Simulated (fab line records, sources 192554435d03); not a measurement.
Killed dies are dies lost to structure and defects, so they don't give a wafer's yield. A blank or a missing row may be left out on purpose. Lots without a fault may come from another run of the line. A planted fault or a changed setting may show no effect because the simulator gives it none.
Which tool did it? | flow n5_finfet | 24 lots, 72 wafers sampled, at 2 steps of a route of 1938

WHAT THE GAUGES READ, wafer by wafer
N5_GATE_CUT_CD_MEAS_13: target cd 20 nm. Usual: cd_nm 20.06 nm, standard deviation 0.23.
lot  | measured     | on        | cd_nm (nm)        | flag
L074 | day 4 10:51  | cd_sem-01 | 19.85 19.96 20.27 |
L075 | day 4 16:08  | cd_sem-02 | 19.99 20.18 20.39 |
L076 | day 5 01:51  | cd_sem-01 | 20.01 19.91 19.60 |
L077 | day 5 09:07  | cd_sem-03 | 19.86 20.17 20.15 |
L078 | day 5 15:53  | cd_sem-03 | 20.47 20.14 20.23 |
L079 | day 5 21:31  | cd_sem-02 | 20.23 20.03 20.15 |
L080 | day 6 05:27  | cd_sem-03 | 20.09 19.69 19.88 |
L081 | day 6 09:26  | cd_sem-02 | 20.22 19.83 19.93 |
L082 | day 6 18:05  | cd_sem-03 | 20.07 19.71 20.46 |
L083 | day 6 20:37  | cd_sem-03 | 20.37 20.09 19.99 |
L084 | day 7 06:45  | cd_sem-02 | 19.81 20.53 20.16 |
L085 | day 7 15:07  | cd_sem-02 | 19.96 20.05 19.77 |
L086 | day 7 19:33  | cd_sem-02 | 19.88 19.90 19.81 |
L087 | day 8 00:58  | cd_sem-03 | 19.80 19.80 19.60 |
L088 | day 8 02:56  | cd_sem-02 | 20.31 20.33 20.56 |
L089 | day 8 08:46  | cd_sem-01 | 19.87 19.76 19.75 |
L090 | day 8 13:41  | cd_sem-03 | 20.53 19.97 20.15 |
L091 | day 8 20:19  | cd_sem-02 | 19.89 20.25 19.96 |
L092 | day 8 22:32  | cd_sem-03 | 20.01 20.25 19.99 |
L093 | day 9 08:02  | cd_sem-03 | 20.07 20.08 20.03 |
L094 | day 9 15:35  | cd_sem-01 | 20.33 19.95 19.94 |
L095 | day 9 20:10  | cd_sem-01 | 19.76 19.94 19.96 |
L096 | day 10 03:23 | cd_sem-03 | 20.01 20.47 20.35 |
L097 | day 10 04:17 | cd_sem-01 | 20.45 20.03 20.56 |

WHICH TOOL RAN EACH LOT (tool, then ch and the chambers of the sampled wafers, then the start)
lot  | N5_HKMG_FIN_ALD_91
L074 | ald_metal-01 ch 1,2, day 4 03:10
L075 | ald_metal-01 ch 0,1,2, day 4 08:39
L076 | ald_metal-04 ch 0,1, day 4 18:09
L077 | ald_metal-02 ch 1,2,3, day 4 22:13
L078 | ald_metal-02 ch 0,1,3, day 5 08:38
L079 | ald_metal-01 ch 0,2,3, day 5 12:40
L080 | ald_metal-01 ch 0,2,3, day 5 22:06
L081 | ald_metal-02 ch 1,2, day 6 02:00
L082 | ald_metal-01 ch 1,2, day 6 11:02
L083 | ald_metal-02 ch 0,1,3, day 6 13:05
L084 | ald_metal-01 ch 0,2,3, day 6 23:29
L085 | ald_metal-04 ch 0,2,3, day 7 07:54
L086 | ald_metal-02 ch 0,2, day 7 12:14
L087 | ald_metal-04 ch 0,1,2, day 7 17:20
L088 | ald_metal-02 ch 1,2,3, day 7 19:31
L089 | ald_metal-04 ch 1,2,3, day 8 01:01
L090 | ald_metal-01 ch 0,2,3, day 8 06:10
L091 | ald_metal-01 ch 1,2,3, day 8 12:38
L092 | ald_metal-02 ch 1,2,3, day 8 14:25
L093 | ald_metal-02 ch 0,1,2, day 9 01:02
L094 | ald_metal-04 ch 0,2,3, day 9 08:22
L095 | ald_metal-02 ch 0,2, day 9 13:10
L096 | ald_metal-04 ch 1,2, day 9 20:06
L097 | ald_metal-02 ch 2,3, day 9 20:59
- N5_HKMG_FIN_ALD_91: deposits TiN, target thk 1 nm, pulse time 1 s, purge time 3 s.

WHAT THE TOOLS THEMSELVES READ (means of the sampled wafers that have a number; where no wafer has one, the mark that the record gives instead)
N5_HKMG_FIN_ALD_91. Usual: heater_power_w 917 W, standard deviation 83; precursor_pulse_height_rel 1.003, standard deviation 0.021; susceptor_temp_C 400.00 C, standard deviation 0.21.
lot  | tool         | heater_power_w (W) | precursor_pulse_height_rel | susceptor_temp_C (C) | flag
L074 | ald_metal-01 | 854                | 0.995                      | 399.91               |
L075 | ald_metal-01 | 886                | 1.018                      | 399.82               |
L076 | ald_metal-04 | 889                | 1.002                      | 400.02               |
L077 | ald_metal-02 | 923                | 0.987                      | 400.16               |
L078 | ald_metal-02 | 938                | 1.016                      | 399.95               |
L079 | ald_metal-01 | 915                | 1.004                      | 400.08               |
L080 | ald_metal-01 | 903                | 0.992                      | 399.98               |
L081 | ald_metal-02 | 935                | 1.001                      | 400.19               |
L082 | ald_metal-01 | 814                | 1.013                      | 400.18               |
L083 | ald_metal-02 | 938                | 1.001                      | 400.17               |
L084 | ald_metal-01 | 904                | 1.005                      | 400.05               |
L085 | ald_metal-04 | 888                | 0.998                      | 400.03               |
L086 | ald_metal-02 | 979                | 0.999                      | 399.91               |
L087 | ald_metal-04 | 918                | 0.998                      | 400.11               |
L088 | ald_metal-02 | 922                | 1.005                      | 400.10               |
L089 | ald_metal-04 | 943                | 1.013                      | 399.87               |
L090 | ald_metal-01 | 893                | 1.017                      | 399.69               |
L091 | ald_metal-01 | 873                | 1.017                      | 400.06               |
L092 | ald_metal-02 | 928                | 0.992                      | 399.79               |
L093 | ald_metal-02 | 958                | 0.995                      | 399.91               |
L094 | ald_metal-04 | 874                | 1.007                      | 400.01               |
L095 | ald_metal-02 | 998                | 1.007                      | 400.20               |
L096 | ald_metal-04 | 981                | 1.002                      | 400.19               |
L097 | ald_metal-02 | 955                | 0.979                      | 400.03               |

THE ANSWER, worked out from the rows above alone
Rule: a lot is off if the mean of its wafers that have a number lies more than 3 standard deviations from the usual mean. A lot without any number at a reading at which 4 lots or more have one is off too. The other lots that the step has rows for count as sound. The gauges are gone through in route order, then the tools' own readings, and for those a lot's mean is taken as printed above. The first step at which some lot is off is used, and at that step the reading that is off furthest; a lot without a number counts as furthest.
No lot is off at any reading shown: from this, nothing can be told.

WHAT THE SIMULATOR HAD PUT IN
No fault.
